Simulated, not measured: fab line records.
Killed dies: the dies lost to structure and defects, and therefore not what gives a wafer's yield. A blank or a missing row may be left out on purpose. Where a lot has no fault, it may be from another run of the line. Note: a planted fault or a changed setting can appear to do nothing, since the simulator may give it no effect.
Matching of chambers    flow n5Finfet    4 sister chambers for N5_FIN_SAQP_HM_OPEN_73 on rieDiel-03
The step chemistry CHF3/O2, target SiO2, stops on a-Si, target depth 12 nm, time 16.8 s. 4 wafers are shown with their chamber, then 7 later ones without.

WAFERS PAIRED WITH THEIR CHAMBERS
wafer   chamber  showerheadPlenumPTorr (Torr)
L083.4  2        2.39
L083.6  0        2.29
L087.2  3        2.38
L087.4  1        2.37

WAFERS WHOSE CHAMBER IS MISSING
wafer   showerheadPlenumPTorr (Torr)
L087.6  2.38
L089.1  2.29
L089.3  2.37
L089.6  2.37
L090.1  2.37
L090.2  2.36
L090.4  2.29

CHAMBER TAKEN BY EACH
wafer    from the rows above   in truth
L087.6   3                     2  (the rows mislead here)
L089.1   0                     0
L089.3   1                     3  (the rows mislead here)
L089.6   1                     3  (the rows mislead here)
L090.1   1                     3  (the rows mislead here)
L090.2   1                     1
L090.4   0                     0
Correctly placed: 3 of 7. From these rows, 0 cannot be placed. Wrongly placed: 4.
How it was worked out, from the rows above alone: a wafer's distance from a chamber is the root of the sum, over the readings, of the square of ((its reading less the chamber's mean) divided by the reading's scatter). The wafer belongs to the nearest chamber; if the next one is less than 2 further off, it can't be placed. For every chamber, the mean is computed from those of its wafers that are shown. The scatter: root of mean squared gap, hidden wafer to nearest shown wafer, with one shown wafer a chamber.
